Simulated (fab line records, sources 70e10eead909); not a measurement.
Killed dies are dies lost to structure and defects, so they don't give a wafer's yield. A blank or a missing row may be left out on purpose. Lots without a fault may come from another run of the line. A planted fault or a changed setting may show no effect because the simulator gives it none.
Chamber matching | flow nand_harc | NHARC_P_M1_STRIP_18 on rie_diel-12: 4 sister chambers
The step strips in N2/H2. 8 wafers are shown with their chamber, then 7 later ones without.

WAFERS WITH THEIR CHAMBER
wafer  | chamber | drypump_motor_current_A (A) | oes_product_au (a.u.)
L542.6 | 3       | 5.5                         | 0.991
L543.1 | 0       | 6.6                         | 1.000
L543.2 | 3       | 5.5                         | 0.984
L543.5 | 0       | 6.6                         | 0.996
L549.1 | 1       | 5.8                         | 0.992
L549.6 | 2       | 5.3                         | 0.999
L555.1 | 1       | 5.7                         | 0.997
L555.3 | 2       | 5.3                         | 0.991

WAFERS WITHOUT THEIR CHAMBER
wafer  | drypump_motor_current_A (A) | oes_product_au (a.u.)
L555.4 | 6.6                         | 1.002
L557.2 | 5.6                         | 0.999
L557.5 | 6.6                         | 0.981
L557.6 | 5.5                         | 0.997
L559.3 | 5.8                         | 0.996
L559.4 | 5.6                         | 0.993
L559.6 | 5.8                         | 0.995

WHICH CHAMBER EACH WENT THROUGH
wafer  | from the rows above     | in truth
L555.4 | 0                       | 0
L557.2 | can't be placed: 3 or 1 | 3
L557.5 | 0                       | 0
L557.6 | 3                       | 3
L559.3 | 1                       | 1
L559.4 | can't be placed: 3 or 1 | 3
L559.6 | 1                       | 1
Placed correctly: 5 of 7. Can't be placed from these rows: 2 (the true chamber is among the candidates in 2). Placed wrongly: 0.
How it was worked out, from the rows above alone: a wafer's distance from a chamber is the root of the sum, over the readings, of the square of ((its reading less the chamber's mean) divided by the reading's scatter). The wafer belongs to the nearest chamber; if the next one is less than 2 further off, it can't be placed. A chamber's mean is the mean of its shown wafers. The scatter: the root of (the sum of the squares of (reading less its chamber's mean) over the shown wafers, divided by (wafers less chambers)).
